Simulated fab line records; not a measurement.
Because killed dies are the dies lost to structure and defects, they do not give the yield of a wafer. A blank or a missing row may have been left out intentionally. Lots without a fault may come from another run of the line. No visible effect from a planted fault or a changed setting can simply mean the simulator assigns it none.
One fault through the eyes of 3 desks | flow n5_finfet | each desk has only its own numbers; what lay behind them comes last

== AT THE METROLOGY DESK ==
What the gauges read for every lot (on any tool): the sampled wafers with a number, averaged. If a lot's mean is further than 4 standard deviations from the usual mean, the lot is out of limits and carries the mark OUT (the distance appears in the brackets).
Columns: A = HMC_CMP_THK at N5_PMOS_HMC_CHANNEL_EPI_THK_MEAS_22, usual 54.4 nm
lot  | first seen here | A
L630 | day 1 20:24     | 54.4
L631 | day 2 02:07     | 55.3
L640 | day 4 08:27     | 53.8
L641 | day 4 14:13     | 57.5
L642 | day 4 20:21     | 54.5
L644 | day 5 07:41     | 56.0
L646 | day 5 19:35     | 55.0
L648 | day 6 07:44     | 55.4
L649 | day 6 14:17     | 53.9
L650 | day 6 19:26     | 54.1
L651 | day 7 02:35     | 54.8
Result from this desk: across the 11 lots, nothing is out of limits.

== THE TOOL OWNER'S DESK: rie_si-02 ==
The tool's own readings at N5_PMOS_HMC_CHANNEL_EPI_FIN_RECESS_16 (chemistry HBr/Cl2, target Si, target depth 54 nm, time 18 s): means of the sampled wafers that have a number, for each lot that ran on this tool. If a lot's mean is further than 4 standard deviations from the usual mean, the lot is out of limits and carries the mark OUT (the distance appears in the brackets).
Columns: A = drypump_motor_current_A at N5_PMOS_HMC_CHANNEL_EPI_FIN_RECESS_16, usual 6.0 A; B = oes_product_au at N5_PMOS_HMC_CHANNEL_EPI_FIN_RECESS_16, usual 1.005 a.u.; C = throttle_valve_pct at N5_PMOS_HMC_CHANNEL_EPI_FIN_RECESS_16, usual 35.33 %
lot  | first seen here | A   | B     | C
L630 | day 1 18:12     | 5.7 | 1.006 | 35.22
L640 | day 4 06:39     | 5.8 | 1.009 | 35.33
L641 | day 4 12:01     | 5.7 | 1.014 | 35.22
L644 | day 5 05:53     | 6.0 | 1.009 | 35.15
Result from this desk: across the 4 lots, nothing is out of limits.

== THE DEFECT DESK ==
Counts from the inspections along the route, per lot, as means over the sampled wafers that have a number. If a lot's mean is further than 4 standard deviations from the usual mean, the lot is out of limits and carries the mark OUT (the distance appears in the brackets).
Columns: A = raw_defect_count at N5_WELL_APT_INSPECT_27, usual 2.0
lot  | first seen here | A
L630 | day 1 15:08     | 2.7
L631 | day 1 21:04     | 1.3
L640 | day 4 03:45     | 2.0
L641 | day 4 08:52     | 2.3
L642 | day 4 15:01     | 1.3
L644 | day 5 03:02     | 2.0
L646 | day 5 14:55     | 3.0
L648 | day 6 03:14     | 1.7
L649 | day 6 09:23     | 1.7
L650 | day 6 14:55     | 1.0
L651 | day 6 21:11     | 3.0
Result from this desk: across the 11 lots, nothing is out of limits.

== ALL TOGETHER ==
From the metrology desk's view, nothing was out of limits.
The desk of the tool owner found nothing out of limits.
Nothing the defect desk looked at was out of limits.

== WHAT HAD BEEN PUT IN BY THE SIMULATOR ==
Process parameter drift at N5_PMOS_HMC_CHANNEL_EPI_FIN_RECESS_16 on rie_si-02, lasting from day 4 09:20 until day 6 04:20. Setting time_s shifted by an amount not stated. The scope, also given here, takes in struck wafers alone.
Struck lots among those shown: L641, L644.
